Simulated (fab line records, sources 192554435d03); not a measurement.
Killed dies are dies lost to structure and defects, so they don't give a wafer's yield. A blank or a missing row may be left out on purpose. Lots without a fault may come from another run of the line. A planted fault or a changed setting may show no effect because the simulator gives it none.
Which tool did it? | flow n5_finfet | 11 lots, 30 wafers sampled, at 7 steps of a route of 1938

WHAT THE GAUGES READ, wafer by wafer
N5_MOL_CONTACT_COAG_CD_MEAS_84: target cd 25.1 nm.
lot  | measured     | on        | cd_nm (nm)
L995 | day 5 04:37  | cd_sem-01 | 25.1 25.6 25.2
L998 | day 5 23:32  | cd_sem-02 | 25.1 25.5 25.1
L999 | day 5 23:49  | cd_sem-01 | 25.1 24.9
L100 | day 6 10:17  | cd_sem-01 | 25.4 25.5
L104 | day 7 08:21  | cd_sem-03 | 24.7 25.5 24.7
L106 | day 7 20:04  | cd_sem-02 | 24.6 24.4 24.8
L107 | day 8 01:32  | cd_sem-03 | 24.6 24.8
L109 | day 8 15:43  | cd_sem-02 | 18.4 21.1 22.2
L110 | day 8 20:22  | cd_sem-01 | 21.5 21.5 23.4
L113 | day 9 11:55  | cd_sem-03 | 25.7 25.1 25.0
L116 | day 10 13:05 | cd_sem-02 | 25.2 24.7 25.3

N5_MOL_CONTACT_COAG_CD_MEAS_137: target cd 16 nm.
lot  | measured     | on        | cd_nm (nm)
L995 | day 5 05:36  | cd_sem-03 | 15.4 16.0 15.6
L998 | day 6 00:28  | cd_sem-02 | 16.3 15.7 16.4
L999 | day 6 00:44  | cd_sem-01 | 16.3 15.9
L100 | day 6 11:19  | cd_sem-03 | 15.7 15.2
L104 | day 7 09:17  | cd_sem-02 | 16.2 16.0 15.1
L106 | day 7 22:43  | cd_sem-03 | 15.8 15.2 15.2
L107 | day 8 02:29  | cd_sem-01 | 15.7 15.3
L109 | day 8 16:45  | cd_sem-03 | 9.3 11.6 12.9
L110 | day 8 22:30  | cd_sem-03 | 11.7 12.8 14.0
L113 | day 9 12:54  | cd_sem-03 | 16.4 16.2 15.2
L116 | day 10 15:01 | cd_sem-02 | 15.1 15.8 16.7

N5_BEOL_M4_RC_MEAS_101.
lot  | measured     | on        | DIBL_N (mV/V)  | DIBL_P (mV/V)  | IOFF_N (nA/um) | IOFF_P (nA/um) | ION_N (uA/um) | ION_P (uA/um) | SS_N (mV/dec)  | SS_P (mV/dec)  | VT_N (mV)   | VT_P (mV)
L995 | day 8 08:11  | prober-02 | 37.7 40.3 35.7 | 39.0 41.7 37.3 | 0.19 0.25 0.17 | 0.24 0.30 0.22 | 689 708 694   | 474 481 478   | 70.9 71.5 70.7 | 72.4 73.9 72.3 | 242 240 244 | -246.0 -244.5 -247.6
L998 | day 9 05:35  | prober-01 | 36.5 37.2 39.8 | 36.3 36.8 37.5 | 0.16 0.18 0.22 | 0.23 0.22 0.24 | 654 691 664   | 450 467 453   | 71.3 72.1 73.1 | 73.1 72.9 73.7 | 250 247 248 | -249.0 -250.4 -246.8
L999 | day 9 05:28  | prober-02 | 35.9 38.0      | 35.7 37.9      | 0.13 0.19      | 0.19 0.22      | 645 697       | 447 470       | 71.4 71.5      | 73.9 74.1      | 255 246     | -252.4 -249.1
L100 | day 10 00:14 | prober-02 | 37.4 38.7      | 36.2 38.2      | 0.17 0.19      | 0.24 0.28      | 681 695       | 474 475       | 71.5 72.6      | 73.3 73.8      | 251 247     | -248.1 -247.4
L104 | day 10 12:14 | prober-02 | 35.8 37.3 34.9 | 33.7 35.3 34.2 | 0.16 0.17 0.14 | 0.19 0.20 0.19 | 682 685 674   | 468 466 469   | 70.4 71.9 71.3 | 72.5 74.0 73.3 | 247 248 250 | -248.5 -251.6 -251.7
L106 | day 11 11:06 | prober-01 | 36.1 35.0 38.0 | 37.7 34.5 38.7 | 0.16 0.13 0.19 | 0.24 0.19 0.27 | 691 675 686   | 475 465 470   | 71.5 71.2 72.1 | 73.4 72.5 73.5 | 248 253 249 | -245.8 -250.0 -247.0
L107 | day 11 07:35 | prober-01 | 36.4 38.4      | 36.0 38.3      | 0.16 0.21      | 0.19 0.23      | 690 670       | 464 450       | 70.8 72.7      | 73.7 73.3      | 249 245     | -250.6 -248.7
L113 | day 13 05:27 | prober-02 | 34.2 33.0 39.0 | 33.5 34.1 40.5 | 0.12 0.13 0.24 | 0.18 0.19 0.30 | 666 670 702   | 460 469 486   | 70.2 70.6 71.8 | 72.3 72.6 74.1 | 255 249 244 | -250.9 -249.6 -244.9
L116 | day 13 22:04 | prober-02 | 33.6 34.4 37.1 | 33.1 32.8 36.3 | 0.12 0.14 0.17 | 0.17 0.16 0.21 | 673 679 673   | 463 453 449   | 70.5 71.0 72.3 | 72.1 72.0 73.5 | 251 252 250 | -255.0 -253.8 -249.5

WHICH TOOL RAN EACH LOT (tool, then ch and the chambers of the sampled wafers, then the start)
lot  | N5_MOL_CONTACT_COAG_SIL_ANNEAL_21 | N5_MOL_CONTACT_COAG_ALD_27        | N5_MOL_CONTACT_COAG_ALD_123       | N5_MOL_CONTACT_COAG_EXPOSE_81
L995 | rtp_anneal-01 ch 0, day 4 20:32   | ald_sin-01 ch 2,3, day 5 00:46    | ald_sin-04 ch 0,1, day 5 03:45    | euv_scanner-01 ch 0, day 5 04:28
L998 | rtp_anneal-01 ch 0, day 5 12:41   | ald_sin-01 ch 1,2,3, day 5 20:35  | ald_sin-03 ch 1,2,3, day 5 22:34  | euv_scanner-01 ch 0, day 5 23:25
L999 | rtp_anneal-02 ch 0, day 5 16:39   | ald_sin-04 ch 0, day 5 21:04      | ald_sin-04 ch 0,3, day 5 22:58    | euv_scanner-01 ch 0, day 5 23:40
L100 | rtp_anneal-01 ch 0, day 6 00:46   | ald_sin-01 ch 3, day 6 07:32      | ald_sin-03 ch 2,3, day 6 09:26    | euv_scanner-01 ch 0, day 6 10:08
L104 | rtp_anneal-02 ch 0, day 7 01:35   | ald_sin-04 ch 0,3, day 7 05:37    | ald_sin-03 ch 0,1,3, day 7 07:31  | euv_scanner-01 ch 0, day 7 08:13
L106 | rtp_anneal-01 ch 0, day 7 11:55   | ald_sin-03 ch 1,2, day 7 17:19    | ald_sin-01 ch 0,1, day 7 19:13    | euv_scanner-02 ch 0, day 7 19:56
L107 | rtp_anneal-02 ch 0, day 7 16:03   | ald_sin-03 ch 3, day 7 22:48      | ald_sin-01 ch 2, day 8 00:42      | euv_scanner-02 ch 0, day 8 01:24
L109 | rtp_anneal-01 ch 0, day 8 07:16   | ald_sin-01 ch 0,1,2, day 8 12:26  | ald_sin-04 ch 2,3, day 8 14:51    | euv_scanner-01 ch 0, day 8 15:34
L110 | rtp_anneal-01 ch 0, day 8 11:59   | ald_sin-01 ch 1,3, day 8 17:23    | ald_sin-04 ch 0,2,3, day 8 19:32  | euv_scanner-01 ch 0, day 8 20:14
L113 | rtp_anneal-01 ch 0, day 9 04:55   | ald_sin-04 ch 2,3, day 9 09:10    | ald_sin-04 ch 0,2,3, day 9 11:04  | euv_scanner-02 ch 0, day 9 11:46
L116 | rtp_anneal-01 ch 0, day 10 05:22  | ald_sin-03 ch 0,2,3, day 10 10:53 | ald_sin-01 ch 0,1,2, day 10 12:01 | euv_scanner-02 ch 0, day 10 12:58
- N5_MOL_CONTACT_COAG_SIL_ANNEAL_21: time 60 s.
- N5_MOL_CONTACT_COAG_ALD_27: deposits SiOC, target thk 17 nm, pulse time 1.5 s, time 2720 s.
- N5_MOL_CONTACT_COAG_ALD_123: deposits SiNx, target thk 5 nm, pulse time 1 s, purge time 2 s.
- N5_MOL_CONTACT_COAG_EXPOSE_81: exposes mask VG, defocus 0 nm.

WHAT THE TOOLS THEMSELVES READ (means of the sampled wafers that have a number; where no wafer has one, the mark that the record gives instead)
N5_MOL_CONTACT_COAG_SIL_ANNEAL_21.
lot  | tool          | lamp_power_pct (%) | lamp_zone_4_pct (%) | wafer_temp_C_max
L995 | rtp_anneal-01 | 6.26               | 6.26                | 552.0
L998 | rtp_anneal-01 | 6.26               | 6.26                | 551.6
L999 | rtp_anneal-02 | 5.81               | 5.80                | 552.2
L100 | rtp_anneal-01 | 6.26               | 6.25                | 551.8
L104 | rtp_anneal-02 | 5.81               | 5.82                | 552.1
L106 | rtp_anneal-01 | 6.26               | 6.26                | 552.2
L107 | rtp_anneal-02 | 5.82               | 5.81                | 551.5
L109 | rtp_anneal-01 | 6.26               | 6.26                | 551.8
L110 | rtp_anneal-01 | 6.26               | 6.26                | 551.9
L113 | rtp_anneal-01 | 6.26               | 6.26                | 551.9
L116 | rtp_anneal-01 | 6.26               | 6.26                | 551.9

N5_MOL_CONTACT_COAG_ALD_27.
lot  | tool       | chamber_pressure_Torr (Torr) | heater_power_w (W) | precursor_pulse_height_rel
L995 | ald_sin-01 | 1.998                        | 856                | 0.998
L998 | ald_sin-01 | 2.003                        | 838                | 1.009
L999 | ald_sin-04 | 1.998                        | 840                | 0.996
L100 | ald_sin-01 | 2.004                        | 874                | 0.976
L104 | ald_sin-04 | 2.002                        | 835                | 1.000
L106 | ald_sin-03 | 2.002                        | 936                | 0.974
L107 | ald_sin-03 | 2.005                        | 906                | 1.001
L109 | ald_sin-01 | 1.997                        | 824                | 0.990
L110 | ald_sin-01 | 1.999                        | 845                | 0.981
L113 | ald_sin-04 | 1.997                        | 815                | 0.987
L116 | ald_sin-03 | 2.003                        | 911                | 0.987

N5_MOL_CONTACT_COAG_ALD_123.
lot  | tool       | chamber_pressure_Torr (Torr) | heater_power_w (W) | precursor_pulse_height_rel
L995 | ald_sin-04 | 2.002                        | 807                | 1.024
L998 | ald_sin-03 | 1.999                        | 942                | 1.018
L999 | ald_sin-04 | 1.999                        | 848                | 1.008
L100 | ald_sin-03 | 1.995                        | 906                | 1.008
L104 | ald_sin-03 | 2.003                        | 929                | 0.991
L106 | ald_sin-01 | 2.003                        | 847                | 1.007
L107 | ald_sin-01 | 2.002                        | 796                | 0.986
L109 | ald_sin-04 | 1.998                        | 803                | 0.976
L110 | ald_sin-04 | 2.002                        | 824                | 1.001
L113 | ald_sin-04 | 1.999                        | 824                | 0.976
L116 | ald_sin-01 | 1.999                        | 846                | 0.984

N5_MOL_CONTACT_COAG_EXPOSE_81.
lot  | tool           | exposure_dose_mJ_cm2 | reticle_temp_C (C)
L995 | euv_scanner-01 | 59.2                 | 23.03
L998 | euv_scanner-01 | 60.3                 | 23.14
L999 | euv_scanner-01 | 60.3                 | 22.97
L100 | euv_scanner-01 | 60.3                 | 23.07
L104 | euv_scanner-01 | 60.4                 | 22.95
L106 | euv_scanner-02 | 59.5                 | 23.07
L107 | euv_scanner-02 | 59.5                 | 22.84
L109 | euv_scanner-01 | 62.1                 | 22.95
L110 | euv_scanner-01 | 63.6                 | 22.97
L113 | euv_scanner-02 | 59.5                 | 23.07
L116 | euv_scanner-02 | 59.5                 | 23.03

THE ANSWER, worked out from the rows above alone
Rule: what is usual is taken from the lots themselves. Put in order of their means at a reading, lots are off if they are a third of the lots or fewer, leave a main group of 4 or more, and stand apart from it by a gap of 3 or more times the standard deviation of the main group's means; of several such gaps the widest counts. A main group whose means are all the same, to the digits that the tables above print for the reading, isn't used. A lot without any number at a reading at which 4 lots or more have one is off too. The other lots that the step has rows for count as sound. The gauges are gone through in route order, then the tools' own readings, and for those a lot's mean is taken as printed above. The first step at which some lot is off is used, and at that step the reading that is off furthest; a lot without a number counts as furthest.
Off: L109, L110, at N5_MOL_CONTACT_COAG_CD_MEAS_84 (cd_nm). The main group: mean 25.1 nm, standard deviation 0.27.
A tool fits if, at a process step before that reading, it ran every lot that is off, and no sound lot after the first of them. The gauges at N5_MOL_CONTACT_COAG_CD_MEAS_84 aren't tried: what is off there is off at N5_MOL_CONTACT_COAG_CD_MEAS_137 too, on other tools, and a gauge's error can't cause that. Can't be told from this: 2 tools fit, ald_sin-01 at N5_MOL_CONTACT_COAG_ALD_27, euv_scanner-01 at N5_MOL_CONTACT_COAG_EXPOSE_81.

WHAT THE SIMULATOR HAD PUT IN
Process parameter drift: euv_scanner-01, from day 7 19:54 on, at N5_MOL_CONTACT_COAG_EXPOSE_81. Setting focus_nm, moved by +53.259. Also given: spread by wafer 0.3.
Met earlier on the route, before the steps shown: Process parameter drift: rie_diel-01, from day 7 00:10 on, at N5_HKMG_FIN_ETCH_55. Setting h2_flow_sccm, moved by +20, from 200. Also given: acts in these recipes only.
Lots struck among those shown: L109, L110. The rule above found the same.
